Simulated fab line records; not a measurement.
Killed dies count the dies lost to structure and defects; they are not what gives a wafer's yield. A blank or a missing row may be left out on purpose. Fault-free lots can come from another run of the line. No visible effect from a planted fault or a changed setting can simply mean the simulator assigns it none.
fab line records -- flow nand-harc
record: lots: 12, wafers: 36, last-day: 34
route steps=1302 shown P_BONDPAD@373 A_BONDPAD@1228 THIN_TSV@1262 END@1302
lots that met no fault: taken from a fault-free run of the same line
start-h: hours from the record's first day to the start of the lot's first wafer shown -- wait-h: how many hours have passed since the lot's step before this one -- " unchanged from the row above -- L1.1+2: one row covering several wafers at once -- - no value, or no start was given -- * or withheld: withheld -- < > ~ a bound
route shown NAME@n: names a module that has steps shown in the file, with the first one's number in the route -- usual: average and standard deviation across the fault-free wafers -- same: alike in all rows -- chamber/n: place in a boat -- sites: each site's reading -- _std_site: how widely they spread, as a standard deviation -- _edge_site: outer sites' mean less inner sites' -- radius-mm: how far each site lies from the wafer's centre -- mask NAME#n: copy n -- behind: the most recent tool/chamber to have shaped the wafer -- hold: why the lot was held/for how many hours/how that ended -- device: the transistor (n, p or np) that didn't switch -- end of line: the tests these same wafers got at the end of their route -- for a step that has no rows: nothing shown but its recipe -- killed: count of dies lost to structure and defects at first sort (not the wafer's yield) -- map: a wafer's dies, marking killed ones x, the rest . and places with no die _
set.NAME: the setting that was run; set.NAME@STEP: the one run at that earlier step -- model.NAME: the simulator's own value behind a step, which no gauge read
route steps across a sampled set of lots; one table per step, one row per wafer
services: from which hour (start-h, from the record's first day; less than 0 if before it) a tool's chamber was out of use, for how many hours, and why
== steps ==
step: NHARC_P_BONDPAD_STRIP_16
recipe: time-s: 600, temp-c: 30, chemistry: post-etch-residue-remover
lot.wafer,tool,chamber,start-h,wait-h
L276.4+3+1,wet-bench-08,"0,1,5",142.00,-
L277.2+6+5,wet-bench-08,"3,4,6",154.80,-
L278.1+4+2,wet-bench-08,"4,5,0",160.96,-
L279.6+3+4,wet-bench-10,"7,0,3",176.34,-
L280.6+2+1,wet-bench-08,"3,4,7",189.46,-
L287.4+1+2,wet-bench-10,"2,4,6",251.63,-
L291.6+1+4,wet-bench-08,"3,4,5",293.56,-
L293.1+5+6,wet-bench-08,"7,1,3",315.73,-
L295.6+2+5,wet-bench-10,"1,2,6",335.33,-
L296.6+3+2,wet-bench-08,"0,3,5",342.13,-
L297.6+3+1,wet-bench-10,"6,1,3",356.97,-
L298.2+5+6,wet-bench-10,"6,7,0",372.16,-
step: NHARC_A_BONDPAD_PVD_27
recipe: target-thk-a: 300, chamber-pressure-pa: 5, power-w: 5000, substrate-temp-c: 30, time-s: 20.49, material: Cu
usual: chamber-pressure-pa: 4.999/0.01, throttle-valve-pct: 29.2/1.1
lot.wafer,tool,chamber,start-h,wait-h,chamber-pressure-pa,throttle-valve-pct
L276.1,pvd-sputter-01,-,-,-,5.005,30.2
L276.3,pvd-sputter-01,-,-,-,5.004,28.1
L276.4,pvd-sputter-01,-,-,-,5.008,27.0
L277.2,pvd-sputter-03,-,-,-,5.000,29.7
L277.6,pvd-sputter-03,-,-,-,4.988,30.2
L277.5,pvd-sputter-03,-,-,-,4.991,29.6
L279.4,pvd-sputter-03,-,-,-,4.992,30.1
L279.3,pvd-sputter-03,-,-,-,5.006,29.8
L279.6,pvd-sputter-03,-,-,-,4.989,30.6
L278.2,pvd-sputter-02,-,-,-,5.012,29.0
L278.1,pvd-sputter-02,-,-,-,4.981,28.5
L278.4,pvd-sputter-02,-,-,-,4.984,29.6
L280.1,pvd-sputter-03,-,-,-,4.992,30.2
L280.2,pvd-sputter-03,-,-,-,4.998,29.8
L280.6,pvd-sputter-03,-,-,-,4.996,30.1
L287.4,pvd-sputter-01,-,-,-,4.995,30.4
L287.2,pvd-sputter-01,-,-,-,4.995,28.0
L287.1,pvd-sputter-01,-,-,-,4.990,27.8
L291.4,pvd-sputter-01,-,-,-,5.007,27.5
L291.1,pvd-sputter-01,-,-,-,5.002,28.0
L291.6,pvd-sputter-01,-,-,-,4.991,27.7
L295.2,pvd-sputter-01,-,-,-,5.000,27.9
L295.6,pvd-sputter-01,-,-,-,4.992,27.8
L295.5,pvd-sputter-01,-,-,-,5.003,27.7
L293.1,pvd-sputter-02,-,-,-,5.013,28.4
L293.6,pvd-sputter-02,-,-,-,4.996,29.3
L293.5,pvd-sputter-02,-,-,-,4.994,28.1
L297.1,pvd-sputter-01,-,-,-,4.991,27.9
L297.3,pvd-sputter-01,-,-,-,4.994,29.5
L297.6,pvd-sputter-01,-,-,-,5.006,30.3
L296.3,pvd-sputter-03,-,-,-,4.994,30.3
L296.2,pvd-sputter-03,-,-,-,5.005,29.2
L296.6,pvd-sputter-03,-,-,-,5.004,29.9
L298.2,pvd-sputter-03,-,-,-,5.001,29.1
L298.5,pvd-sputter-03,-,-,-,5.006,28.9
L298.6,pvd-sputter-03,-,-,-,4.969,30.4
step: NHARC_THIN_TSV_ETCH_44
recipe: target-depth-a: 15942, time-s: 797.1, cf4-flow-sccm: 150, o2-flow-sccm: 10, ar-flow-sccm: 0, rf-w: 300, bias-w: 800, chemistry: CF4/O2
usual: cf4-flow-sccm: 150.0/0.48, chamber-pressure-mTorr: 30.001/0.027, drypump-motor-current-A: 5.7/0.5, o2-flow-sccm: 9.998/0.03, oes-product-au: 1.005/0.012, rf-fwd-power-W: 299.7/0.83, rf-vpp-V: 795/4.1, showerhead-plenum-p-Torr: 1.85/0.067, throttle-valve-pct: 16.916/0.0091
lot.wafer,tool,chamber,start-h,wait-h,cf4-flow-sccm,chamber-pressure-mTorr,drypump-motor-current-A,o2-flow-sccm,oes-product-au,rf-fwd-power-W,rf-hours-counter-h,rf-vpp-V,showerhead-plenum-p-Torr,throttle-valve-pct
L276.3,rie-diel-09,1,546.80,0.1,150.3,30.007,5.9,9.994,0.995,298.7,3.4,797,1.87,16.928
L276.1,rie-diel-09,2,546.80,0.1,149.9,30.042,5.8,10.020,1.014,299.9,3.2,797,1.87,16.912
L276.4,rie-diel-09,3,546.80,0.1,150.1,30.005,6.1,10.030,1.000,299.8,2.4,793,1.81,16.915
L277.2,rie-diel-09,1,561.40,0.1,150.0,29.951,5.9,9.966,0.997,300.0,4.3,796,1.87,16.920
L277.5,rie-diel-09,1,561.40,0.1,150.4,29.991,5.9,10.070,0.993,299.4,-,797,1.87,16.911
L277.6,rie-diel-09,0,561.40,0.1,149.3,29.950,6.0,9.963,1.003,298.1,-,803,1.96,16.919
L279.3,rie-diel-09,2,576.44,0.2,149.4,29.999,5.8,10.031,1.024,299.3,4.9,797,1.87,16.916
L279.4,rie-diel-09,3,576.44,0.2,148.7,29.983,6.1,9.975,1.003,300.0,-,794,1.81,16.923
L279.6,rie-diel-09,2,576.44,0.2,149.9,29.955,5.8,10.021,1.024,300.6,-,796,1.87,16.905
L278.2,rie-diel-05,0,577.58,0.1,151.0,29.986,5.0,9.968,0.986,299.8,7.6,795,1.82,16.911
L278.1,rie-diel-05,1,577.58,0.1,149.5,30.043,5.7,9.973,0.984,299.9,7.3,789,1.75,16.932
L278.4,rie-diel-05,3,577.58,0.1,149.7,30.040,6.4,10.026,0.999,299.2,7.7,801,1.96,16.910
L280.1,rie-diel-09,3,597.12,0.2,149.4,29.996,6.1,10.022,1.005,299.7,5.8,794,1.81,16.912
L280.2,rie-diel-09,0,597.12,0.2,150.0,30.032,5.9,9.982,0.994,297.9,4.9,802,1.96,16.928
L280.6,rie-diel-09,2,597.12,0.2,149.9,30.019,5.8,10.002,1.013,299.9,-,796,1.87,16.902
L287.4,rie-diel-09,0,651.58,0.1,149.8,30.002,5.9,9.995,1.008,299.5,8.3,801,1.95,16.913
L287.1,rie-diel-09,1,651.58,0.1,150.0,30.050,5.9,10.013,0.985,299.7,10.9,797,1.87,16.924
L287.2,rie-diel-09,3,651.58,0.1,150.4,29.958,6.1,10.004,1.006,298.4,9.3,793,1.81,16.920
L291.1,rie-diel-05,1,699.57,0.1,149.3,29.996,5.7,10.007,1.022,299.3,4.5,790,1.75,16.916
L291.4,rie-diel-05,2,699.57,0.1,150.1,29.975,5.2,9.990,1.017,301.3,5.1,797,1.87,16.902
L291.6,rie-diel-05,1,699.57,0.1,149.2,30.011,5.7,9.996,1.015,300.0,-,789,1.75,16.917
L295.2,rie-diel-05,2,732.16,0.1,149.8,30.052,5.2,9.983,1.003,298.7,6.3,795,1.87,16.913
L295.5,rie-diel-05,2,732.16,0.1,149.0,30.007,5.2,9.927,1.008,298.5,-,795,1.87,16.918
L295.6,rie-diel-05,3,732.16,0.1,149.4,29.989,6.4,9.950,1.017,298.7,-,801,1.95,16.927
L293.1,rie-diel-05,2,736.63,0.3,150.5,30.024,5.2,10.012,1.014,300.3,7.0,796,1.87,16.916
L293.5,rie-diel-05,3,736.63,0.3,150.9,30.017,6.4,10.023,0.997,301.2,-,802,1.95,16.908
L293.6,rie-diel-05,0,736.63,0.3,150.2,29.951,5.0,10.008,1.007,299.9,-,793,1.82,16.907
L297.1,rie-diel-03,0,756.39,0.1,150.6,29.977,5.0,9.965,1.014,299.4,7.5,793,1.82,16.946
L297.3,rie-diel-03,2,756.39,0.1,150.9,29.962,5.7,10.054,0.991,299.3,3.0,789,1.75,16.904
L297.6,rie-diel-03,3,756.39,0.1,149.7,29.975,4.8,10.015,0.997,298.3,-,790,1.79,16.925
L296.3,rie-diel-09,3,757.65,0.1,149.8,30.016,6.2,10.031,1.018,300.2,4.8,792,1.80,16.923
L296.2,rie-diel-09,1,757.65,0.1,150.6,30.020,5.9,10.040,1.006,300.5,4.0,797,1.87,16.929
L296.6,rie-diel-09,3,757.65,0.1,149.5,30.009,6.1,10.037,1.016,299.8,-,793,1.80,16.919
L298.2,rie-diel-03,3,786.23,0.2,150.3,30.007,4.8,10.013,0.985,300.2,7.4,792,1.79,16.933
L298.5,rie-diel-03,0,786.23,0.2,149.5,29.993,5.0,9.972,1.025,300.3,-,795,1.82,16.914
L298.6,rie-diel-03,3,786.23,0.2,150.3,30.051,4.8,10.000,0.985,299.9,-,792,1.79,16.920
step: NHARC_THIN_TSV_STRIP_56
recipe: power-w: 1500, temp-c: 250, chemistry: O2
usual: drypump-motor-current-A: 5.9/0.37, heater-power-w: 352/43
lot.wafer,tool,chamber,start-h,wait-h,drypump-motor-current-A,heater-power-w,rf-hours-counter-h
L276.1,plasma-asher-01,1,553.18,0.1,6.0,378,4
L276.3,plasma-asher-01,0,553.18,0.1,5.5,302,-
L276.4,plasma-asher-01,1,553.18,0.1,6.0,372,-
L277.2,plasma-asher-01,0,567.71,0.1,5.5,305,6
L277.5,plasma-asher-01,0,567.71,0.1,5.4,311,-
L277.6,plasma-asher-01,1,567.71,0.1,6.0,379,-
L279.4,plasma-asher-01,0,582.71,0.2,5.4,301,-
L279.3,plasma-asher-01,1,582.71,0.2,6.0,363,-
L279.6,plasma-asher-01,1,582.71,0.2,6.0,365,-
L278.1,plasma-asher-02,0,583.86,0.1,6.4,321,35
L278.2,plasma-asher-02,1,583.86,0.1,5.6,409,35
L278.4,plasma-asher-02,0,583.86,0.1,6.3,321,-
L280.1,plasma-asher-02,0,603.18,0.1,6.4,326,39
L280.2,plasma-asher-02,1,603.18,0.1,5.6,399,39
L280.6,plasma-asher-02,1,603.18,0.1,5.6,403,-
L287.1,plasma-asher-01,1,657.79,0.1,6.0,381,24
L287.2,plasma-asher-01,0,657.79,0.1,5.5,308,24
L287.4,plasma-asher-01,0,657.79,0.1,5.5,314,-
L291.1,plasma-asher-02,1,706.29,0.1,5.6,403,19
L291.4,plasma-asher-02,1,706.29,0.1,5.6,413,-
L291.6,plasma-asher-02,1,706.29,0.1,5.6,417,-
L295.2,plasma-asher-02,0,738.57,0.1,6.4,308,26
L295.6,plasma-asher-02,0,738.57,0.1,6.4,308,-
L295.5,plasma-asher-02,1,738.57,0.1,5.6,417,-
L293.1,plasma-asher-02,0,742.82,0.1,6.4,315,27
L293.5,plasma-asher-02,0,742.82,0.1,6.4,312,-
L293.6,plasma-asher-02,1,742.82,0.1,5.6,415,-
L297.1,plasma-asher-02,0,762.77,0.1,6.4,304,30
L297.3,plasma-asher-02,1,762.77,0.1,5.6,420,-
L297.6,plasma-asher-02,1,762.77,0.1,5.6,414,-
L296.2,plasma-asher-02,0,763.93,0.1,6.4,308,31
L296.3,plasma-asher-02,1,763.93,0.1,5.6,405,-
L296.6,plasma-asher-02,0,763.93,0.1,6.4,314,-
L298.2,plasma-asher-02,0,792.71,0.1,6.3,332,0
L298.6,plasma-asher-02,0,792.71,0.1,6.4,338,-
L298.5,plasma-asher-02,1,792.71,0.1,5.6,418,-
step: NHARC_END_SORT_01
recipe: temp-c: 25
usual: defect-limited-yield: 90.7/2.7, killed-at-array: 58/19, killed-at-other: 1.1/1.2, killed-at-periphery: 3.8/2.4, killed-dies: 63/18, killed-open: 3.3/1.8, killed-short: 2.2/1.6
same: gross-dies: 677
lot.wafer,tool,chamber,start-h,wait-h,defect-limited-yield[%],killed-at-array,killed-at-other,killed-at-periphery,killed-dies,killed-open,killed-short
L287.1,prober-01,0,668.78,2.4,90.8,56,0,6,62,4,3
L287.2,prober-01,0,669.57,2.8,82.4,50,2,67,119,3,3
L287.4,prober-01,0,671.16,3.4,91.9,53,0,2,55,3,2
killed by level:class
L287.1 A_SLIT:chamber-film-flake=31 A_CONTACT:chamber-film-flake=5 A_CHANNEL_HOLE_D1:chamber-film-flake=3 A_CHANNEL_HOLE_D2:chamber-film-flake=3 A_CHANNEL_FILL_D2:chamber-film-flake=3 A_M1:chamber-film-flake=3 P_GATE:geometric-particle:short=1 P_GATE:geometric-particle:open=1
L287.2 P_BONDPAD:unspecified=67 A_SLIT:chamber-film-flake=38 A_CHANNEL_FILL_D1:geometric-particle:open=2 A_CHANNEL_HOLE_D1:chamber-film-flake=2 THIN_TSV:chamber-film-flake=2 A_CHANNEL_HOLE_D1:geometric-particle:open=1 A_CHANNEL_FILL_D1:geometric-particle:short=1 A_CHANNEL_FILL_D2:geometric-particle:short=1
L287.4 A_SLIT:chamber-film-flake=29 A_CHANNEL_HOLE_D1:chamber-film-flake=10 A_CHANNEL_HOLE_D2:chamber-film-flake=3 A_CONTACT:chamber-film-flake=3 A_M1:chamber-film-flake=2 P_GATE:geometric-particle:open=1 A_SOURCE_PLATE:geometric-particle:open=1 A_ONON_D1:geometric-particle:short=1
== services ==
tool,chamber,start-h,hours,kind
wet-bench-08,-,118.48,8.0,pm
rie-diel-09,-,143.10,9.0,pm
rie-diel-09,1,161.20,4.3,repair
rie-diel-09,1,189.00,34.1,repair
wet-bench-08,-,193.15,1.7,repair
rie-diel-09,3,209.28,3.9,repair
plasma-asher-02,-,241.26,10.5,repair
wet-bench-08,-,294.48,8.0,pm
rie-diel-09,-,320.10,9.0,pm
plasma-asher-02,-,428.72,9.0,pm
wet-bench-08,-,470.48,8.0,pm
rie-diel-09,-,497.10,9.0,pm
rie-diel-09,2,560.18,3.9,repair
rie-diel-09,0,562.01,16.5,repair
plasma-asher-02,-,605.72,9.0,pm
wet-bench-08,-,646.48,8.0,pm
rie-diel-09,0,664.18,1.8,repair
rie-diel-09,-,674.10,9.0,pm
rie-diel-09,1,688.44,11.7,repair
rie-diel-09,2,721.89,12.6,repair
plasma-asher-02,-,733.15,0.6,repair
rie-diel-09,-,777.52,0.6,repair
rie-diel-09,2,780.62,13.2,repair
plasma-asher-02,-,783.10,9.0,pm
== key ==
first-sign: step: NHARC_END_SORT_01, reading: killed-at-periphery, direction: up, sigmas: 26, usual: 3.8, struck: 67
effect: step: NHARC_END_SORT_01, reading: defect-limited-yield, direction: down, sigmas: 3, usual: 90.7, struck: 82.4
more-kills-born-at: NHARC_P_BONDPAD_STRIP_16@wet-bench-10: 67
met-at NHARC_P_BONDPAD_STRIP_16
struck-lots L287
struck-wafers L287.2
not-acting-at NHARC_A_BONDPAD_PVD_27,NHARC_THIN_TSV_ETCH_44,NHARC_THIN_TSV_STRIP_56
fault: kind: chamber-particle-source, tool: wet-bench-10, chamber: 6, onset-h: 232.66, steps: NHARC_P_BONDPAD_STRIP_16, rate-per-visit-cm2: 1.2314, end-h: 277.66
